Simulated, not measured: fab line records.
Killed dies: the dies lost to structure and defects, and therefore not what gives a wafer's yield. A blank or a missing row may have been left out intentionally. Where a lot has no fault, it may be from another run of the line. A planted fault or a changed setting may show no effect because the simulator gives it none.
Chamber matching / flow nandHarc / 4 sister chambers for NHARC_A_SLIT_DESCUM_14 on rieDiel-09
The step chemistry O2, time 3 s. 8 wafers are shown with their chamber, then 10 later ones without.

== WAFERS PAIRED WITH THEIR CHAMBERS ==
wafer=L079.4; chamber=0; showerheadPlenumPTorr (Torr)=2.01; drypumpMotorCurrentA (A)=5.9
wafer=L081.1; chamber=3; showerheadPlenumPTorr (Torr)=2.01; drypumpMotorCurrentA (A)=5.3
wafer=L081.5; chamber=1; showerheadPlenumPTorr (Torr)=2.06; drypumpMotorCurrentA (A)=5.2
wafer=L083.1; chamber=0; showerheadPlenumPTorr (Torr)=2.01; drypumpMotorCurrentA (A)=5.8
wafer=L083.3; chamber=2; showerheadPlenumPTorr (Torr)=1.86; drypumpMotorCurrentA (A)=6.7
wafer=L083.5; chamber=3; showerheadPlenumPTorr (Torr)=2.01; drypumpMotorCurrentA (A)=5.3
wafer=L084.2; chamber=1; showerheadPlenumPTorr (Torr)=2.05; drypumpMotorCurrentA (A)=5.2
wafer=L084.5; chamber=2; showerheadPlenumPTorr (Torr)=1.86; drypumpMotorCurrentA (A)=6.7

== WAFERS MISSING THEIR CHAMBER ==
wafer=L084.6; showerheadPlenumPTorr (Torr)=2.05; drypumpMotorCurrentA (A)=5.2
wafer=L092.1; showerheadPlenumPTorr (Torr)=2.05; drypumpMotorCurrentA (A)=5.2
wafer=L092.3; showerheadPlenumPTorr (Torr)=2.01; drypumpMotorCurrentA (A)=5.9
wafer=L092.5; showerheadPlenumPTorr (Torr)=1.86; drypumpMotorCurrentA (A)=6.7
wafer=L096.1; showerheadPlenumPTorr (Torr)=1.86; drypumpMotorCurrentA (A)=6.7
wafer=L096.4; showerheadPlenumPTorr (Torr)=2.01; drypumpMotorCurrentA (A)=5.9
wafer=L096.6; showerheadPlenumPTorr (Torr)=2.01; drypumpMotorCurrentA (A)=5.3
wafer=L095.1; showerheadPlenumPTorr (Torr)=2.01; drypumpMotorCurrentA (A)=5.8
wafer=L095.4; showerheadPlenumPTorr (Torr)=1.86; drypumpMotorCurrentA (A)=6.7
wafer=L095.6; showerheadPlenumPTorr (Torr)=2.01; drypumpMotorCurrentA (A)=5.9

== WHICH CHAMBER EACH WENT THROUGH ==
wafer=L084.6; from the rows above=1; in truth=1
wafer=L092.1; from the rows above=1; in truth=1
wafer=L092.3; from the rows above=0; in truth=0
wafer=L092.5; from the rows above=2; in truth=2
wafer=L096.1; from the rows above=2; in truth=2
wafer=L096.4; from the rows above=0; in truth=0
wafer=L096.6; from the rows above=3; in truth=3
wafer=L095.1; from the rows above=0; in truth=0
wafer=L095.4; from the rows above=2; in truth=2
wafer=L095.6; from the rows above=0; in truth=0
Correctly placed: 10 of 10. Number that these rows cannot place: 0. 0 placed wrongly.
How it was worked out, from the rows above alone: a wafer's distance from a chamber is the root of the sum, over the readings, of the square of ((its reading less the chamber's mean) divided by the reading's scatter). The wafer belongs to the nearest chamber; if the next one is less than 2 further off, it can't be placed. A chamber's mean is the mean of its shown wafers. The scatter: the root of (the sum of the squares of (reading less its chamber's mean) over the shown wafers, divided by (wafers less chambers)).
